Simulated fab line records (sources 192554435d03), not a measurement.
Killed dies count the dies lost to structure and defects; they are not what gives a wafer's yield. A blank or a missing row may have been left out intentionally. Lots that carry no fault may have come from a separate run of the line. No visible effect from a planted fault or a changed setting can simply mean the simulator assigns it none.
The same fault as seen by 2 desks	flow n5Finfet	every desk sees just its own numbers, and what lay behind them comes last

## THE TOOL OWNER'S DESK: epiRpcvd-01
The tool's own readings at N5_SD_EPI_N_EPI_21 (deposits Si:P, time 690 s): means of the sampled wafers that have a number, for each lot that ran on this tool. Any lot whose mean is over 4 standard deviations away from the usual mean is out of limits and marked OUT; that distance is given in the brackets.
Columns: A = chamberPressureTorr at N5_SD_EPI_N_EPI_21, usual 255.0 Torr
lot	first seen here	A
L902	day 3 04:19	255.5
L915	day 6 08:01	202.9 (-90) OUT
L916	day 6 13:57	202.4 (-91) OUT
This desk's finding: out of limits on L915, L916; first on L915, day 6 08:01 (chamberPressureTorr at N5_SD_EPI_N_EPI_21). In limits: L902.

## AT THE METROLOGY DESK
Lot by lot, what the gauges showed, no matter which tool ran the lot: averages of those sampled wafers that carry a number. Any lot whose mean is over 4 standard deviations away from the usual mean is out of limits and marked OUT; that distance is given in the brackets. Of its 15 readings 7 are shown: the one that was out of limits first, and those that lie furthest out on some lot.
Columns: A = thkNm at N5_SD_EPI_N_EPI_MEAS_23, usual 58.9 nm; B = RS_SD_N at N5_SD_ACTIVATION_RS_MEAS_03, usual 21.90 ohm/sq; C = RS_SD_P at N5_SD_ACTIVATION_RS_MEAS_03, usual 56.2 ohm/sq; D = REXT_N at N5_BEOL_M4_RC_MEAS_101, usual 75.8 ohm.um; E = RS_SD_N at N5_BEOL_M4_RC_MEAS_101, usual 28.4 ohm/sq; F = SS_P at N5_BEOL_M4_RC_MEAS_101, usual 73.7 mV/dec; G = VT_N at N5_BEOL_M4_RC_MEAS_101, usual 249 mV
lot	first seen here	A	B	C	D	E	F	G
L902	day 3 05:28	59.4	21.71	56.0	77.1	28.4	71.8	256
L903	day 3 09:07	58.6	21.80	56.6	76.4	28.2	73.5	248
L906	day 4 09:36	58.7	21.61	55.6	75.5	28.1	74.0	248
L915	day 6 09:26	53.5 (-5.4) OUT	24.19 (+9.2) OUT	56.9	82.2	31.5 (+8.7) OUT	73.0	257
L916	day 6 15:07	52.8 (-6.1) OUT	24.60 (+11) OUT	53.9	82.4	32.1 (+10) OUT	74.0	248
L918	day 7 03:16	58.6	21.86	56.2	75.5	28.3	73.6	245
L921	day 7 21:01	58.0	21.63	55.1	73.2	28.3	73.5	250
L922	day 8 09:19	59.3	21.72	56.5	73.9	28.2	73.4	254
This desk's finding: out of limits on L915, L916; first on L915, day 6 09:26 (thkNm at N5_SD_EPI_N_EPI_MEAS_23). In limits: L902, L903, L906, L918, L921, L922.

## BROUGHT TOGETHER
The tool owner's desk could have raised an alarm at day 6 08:01, on L915, L916.
On L915, L916, the metrology desk was in a position to raise an alarm at day 6 09:26.
N5_SD_EPI_N_EPI_21 was run on epiRpcvd-01 by each of the lots named.

## WHAT THE SIMULATOR PUT IN
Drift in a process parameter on epiRpcvd-01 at N5_SD_EPI_N_EPI_21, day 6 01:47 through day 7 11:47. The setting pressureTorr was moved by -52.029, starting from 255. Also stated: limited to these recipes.
Shown lots that were struck: L915, L916.
Counting hours from when the fault started, the first reading out of limits came at 6 for the tool owner's desk and at 8 for the metrology desk.
